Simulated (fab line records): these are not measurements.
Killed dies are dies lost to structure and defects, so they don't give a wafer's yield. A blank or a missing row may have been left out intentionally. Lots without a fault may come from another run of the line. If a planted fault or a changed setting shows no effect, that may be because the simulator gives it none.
3 desks, one fault + flow nand harc + only its own numbers are on each desk; what lay behind them is given at the end

## THE DEFECT DESK
Counts from the inspections along the route, per lot, as means over the sampled wafers that have a number. If a lot's mean is further than 4 standard deviations from the usual mean, the lot is out of limits and carries the mark OUT (the distance appears in the brackets).
Columns: A = raw defect count at NHARC_P_CONTACT_INSPECT_27, usual 300; B = raw defect count at NHARC_P_M0_INSPECT_11, usual 4.5
| lot  | first seen here | A   | B   |
|------|-----------------|-----|-----|
| L520 | day 6 05:34     | 252 | 3.0 |
| L521 | day 6 14:19     | 165 | 4.0 |
| L522 | day 6 18:26     | 267 | 6.3 |
| L523 | day 7 08:00     | 357 | 4.7 |
| L525 | day 8 10:22     | 298 | 7.0 |
| L526 | day 8 12:49     | 268 | 6.0 |
| L528 | day 9 11:35     | 297 | 7.0 |
| L530 | day 9 21:11     | 267 | 1.0 |
| L529 | day 9 21:30     | 259 | 5.0 |
| L531 | day 10 14:13    | 224 | 3.0 |
| L534 | day 12 01:59    | 300 | 4.7 |
| L536 | day 12 16:34    | 319 | 2.7 |
| L541 | day 14 14:36    | 320 | 3.3 |
| L543 | day 15 18:08    | 274 | 7.3 |
This desk's verdict: no lot among the 14 shows anything out of limits.

## METROLOGY DESK
Lot by lot, what the gauges showed, no matter which tool ran the lot: averages of those sampled wafers that carry a number. If a lot's mean is further than 4 standard deviations from the usual mean, the lot is out of limits and carries the mark OUT (the distance appears in the brackets).
Columns: A = cd nm at NHARC_P_M0_CD_MEAS_09, usual 89.8 nm
| lot  | first seen here | A              |
|------|-----------------|----------------|
| L520 | day 6 06:28     | 90.1           |
| L521 | day 6 15:07     | 90.5           |
| L522 | day 6 19:14     | 89.0           |
| L523 | day 7 08:55     | 89.8           |
| L525 | day 8 11:16     | 90.1           |
| L526 | day 8 13:43     | 89.7           |
| L528 | day 9 12:29     | 90.4           |
| L530 | day 9 22:05     | 89.8           |
| L529 | day 9 22:24     | 89.6           |
| L531 | day 10 15:07    | 90.3           |
| L534 | day 12 02:46    | 50.7 (-83) OUT |
| L536 | day 12 17:28    | 61.2 (-61) OUT |
| L541 | day 14 15:23    | 89.6           |
| L543 | day 15 19:02    | 89.1           |
Finding of this desk: L534, L536 out of limits; the first was L534 at day 12 02:46, on cd nm at NHARC_P_M0_CD_MEAS_09. L520, L521, L522, L523, L525, L526, L528, L530, L529, L531, L541, L543 stayed within limits.

## THE TOOL OWNER'S DESK: arfi scanner-02
The tool's own readings at NHARC_P_M0_EXPOSE_06 (exposes mask P M0, target cd 90 nm): means of the sampled wafers that have a number, for each lot that ran on this tool. If a lot's mean is further than 4 standard deviations from the usual mean, the lot is out of limits and carries the mark OUT (the distance appears in the brackets).
Columns: A = exposure dose mJ cm2 at NHARC_P_M0_EXPOSE_06, usual 81.29
| lot  | first seen here | A                       |
|------|-----------------|-------------------------|
| L528 | day 9 12:20     | 81.15                   |
| L529 | day 9 22:16     | 81.31                   |
| L534 | day 12 02:38    | 43.05 (-99 or more) OUT |
| L536 | day 12 17:20    | 50.75 (-99 or more) OUT |
Finding of this desk: L534, L536 out of limits; the first was L534 at day 12 02:38, on exposure dose mJ cm2 at NHARC_P_M0_EXPOSE_06. L528, L529 stayed within limits.

## PUT TOGETHER
At day 12 02:38, on L534, L536, the tool owner's desk was in a position to raise an alarm.
An alarm was possible from the metrology desk at day 12 02:46, on L534, L536.
Nothing the defect desk looked at was out of limits.
The defect desk has L534, L536 on record, within its limits.
On arfi scanner-02, each named lot ran NHARC_P_M0_EXPOSE_06.

## WHAT THE SIMULATOR HAD PUT IN
Process parameter drift: arfi scanner-02, from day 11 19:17 on, at NHARC_P_M0_EXPOSE_06. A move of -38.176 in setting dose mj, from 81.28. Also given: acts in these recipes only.
Lots struck among those shown: L534, L536.
Counting hours from when the fault started, the first reading out of limits came at 7 for the tool owner's desk and at 7 for the metrology desk.
